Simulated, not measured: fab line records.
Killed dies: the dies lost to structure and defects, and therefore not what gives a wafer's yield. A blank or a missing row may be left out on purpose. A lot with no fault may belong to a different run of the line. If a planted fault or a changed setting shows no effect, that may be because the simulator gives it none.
Chamber matching / flow nandHarc / 3 sister chambers for NHARC_A_SGD_CUT_DEP_00 on pecvd-03
The step deposits SiNx, target thk 50 nm. 6 wafers are shown with their chamber, then 7 later ones without.

== EACH WAFER AND ITS CHAMBER ==
wafer=L991.6; chamber=1; heaterPowerW (W)=882
wafer=L996.3; chamber=1; heaterPowerW (W)=929
wafer=L998.3; chamber=2; heaterPowerW (W)=615
wafer=L998.4; chamber=2; heaterPowerW (W)=604
wafer=L104.3; chamber=0; heaterPowerW (W)=828
wafer=L104.4; chamber=0; heaterPowerW (W)=823

== WAFERS WITH NO CHAMBER GIVEN ==
wafer=L104.6; heaterPowerW (W)=846
wafer=L106.1; heaterPowerW (W)=830
wafer=L106.2; heaterPowerW (W)=698
wafer=L106.3; heaterPowerW (W)=603
wafer=L109.2; heaterPowerW (W)=916
wafer=L109.3; heaterPowerW (W)=662
wafer=L109.5; heaterPowerW (W)=831

== THE CHAMBER EACH PASSED THROUGH ==
wafer=L104.6; from the rows above=can't be placed: 0 or 1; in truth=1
wafer=L106.1; from the rows above=0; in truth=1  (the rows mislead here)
wafer=L106.2; from the rows above=can't be placed: 2 or 0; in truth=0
wafer=L106.3; from the rows above=2; in truth=2
wafer=L109.2; from the rows above=1; in truth=1
wafer=L109.3; from the rows above=2; in truth=2
wafer=L109.5; from the rows above=0; in truth=0
4 of 7 placed correctly. Unplaceable from these rows: 2, with the true chamber sitting among the candidates in 2. Placed wrongly: 1.
How it was worked out, from the rows above alone: a wafer's distance from a chamber is the root of the sum, over the readings, of the square of ((its reading less the chamber's mean) divided by the reading's scatter). If the next closest chamber is less than 2 further off than the closest, the wafer can't be placed; otherwise it belongs to the closest. The mean given for a chamber averages the wafers shown for that chamber. The scatter is the square root of a quotient: the sum, over the shown wafers, of each reading's squared deviation from its chamber's mean, divided by wafers minus chambers.
